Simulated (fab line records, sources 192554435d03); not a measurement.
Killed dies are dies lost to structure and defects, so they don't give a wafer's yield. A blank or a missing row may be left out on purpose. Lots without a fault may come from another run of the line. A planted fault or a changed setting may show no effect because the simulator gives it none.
Chamber matching | flow n5_finfet | N5_BEOL_M1_ETCH_74 on rie_diel-04: 4 sister chambers
The step etches underlayer in N2/H2, target depth 6.5 nm, time 5.2 s. 14 wafers are shown with their chamber, then 7 later ones without.

WAFERS WITH THEIR CHAMBER
wafer  | chamber | drypump_motor_current_A (A) | showerhead_plenum_p_Torr (Torr) | throttle_valve_pct (%)
L076.1 | 2       | 5.8                         | 2.61                            | 18.02
L076.2 | 1       | 5.7                         | 2.48                            | 17.56
L076.4 | 3       | 6.5                         | 2.42                            | 17.89
L077.2 | 3       | 6.5                         | 2.41                            | 17.88
L077.5 | 1       | 5.7                         | 2.48                            | 17.56
L077.6 | 0       | 5.8                         | 2.61                            | 17.99
L082.1 | 1       | 5.7                         | 2.47                            | 17.57
L082.4 | 3       | 6.5                         | 2.41                            | 17.92
L082.5 | 2       | 5.7                         | 2.61                            | 18.02
L088.2 | 1       | 5.7                         | 2.47                            | 17.60
L088.3 | 0       | 5.8                         | 2.60                            | 18.05
L088.5 | 2       | 5.8                         | 2.60                            | 18.05
L089.1 | 2       | 5.7                         | 2.60                            | 18.06
L089.2 | 1       | 5.7                         | 2.47                            | 17.61

SIGNATURES (means of the wafers above)
reading                  | chamber 0 | chamber 1 | chamber 2 | chamber 3 | scatter within a chamber
drypump_motor_current_A  | 5.800     | 5.700     | 5.750     | 6.500     | 0.0316
showerhead_plenum_p_Torr | 2.6050    | 2.4740    | 2.6050    | 2.4133    | 0.0058
throttle_valve_pct       | 18.0200   | 17.5800   | 18.0375   | 17.8967   | 0.0248
Rule: a wafer's distance from a chamber is the root of the sum, over the readings, of the square of ((its reading less the chamber's mean) divided by the reading's scatter). The wafer belongs to the nearest chamber; if the next one is less than 2 further off, it can't be placed. The scatter: the root of (the sum of the squares of (reading less its chamber's mean) over the shown wafers, divided by (wafers less chambers)).

WAFERS WITHOUT THEIR CHAMBER
wafer  | drypump_motor_current_A (A) | showerhead_plenum_p_Torr (Torr) | throttle_valve_pct (%)
L089.5 | 5.7                         | 2.60                            | 18.08
L093.1 | 5.8                         | 2.60                            | 18.07
L093.3 | 6.4                         | 2.41                            | 17.92
L093.6 | 5.8                         | 2.60                            | 18.04
L097.1 | 5.7                         | 2.46                            | 17.65
L097.2 | 6.5                         | 2.40                            | 17.93
L097.3 | 5.8                         | 2.60                            | 17.61

WHICH CHAMBER EACH WENT THROUGH
wafer  | from the rows above     | in truth
L089.5 | can't be placed: 2 or 0 | 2
L093.1 | can't be placed: 0 or 2 | 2
L093.3 | 3                       | 3
L093.6 | can't be placed: 0 or 2 | 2
L097.1 | 1                       | 1
L097.2 | 3                       | 3
L097.3 | can't be placed: 0 or 2 | 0
Placed correctly: 3 of 7. Can't be placed from these rows: 4 (the true chamber is among the candidates in 4). Placed wrongly: 0.
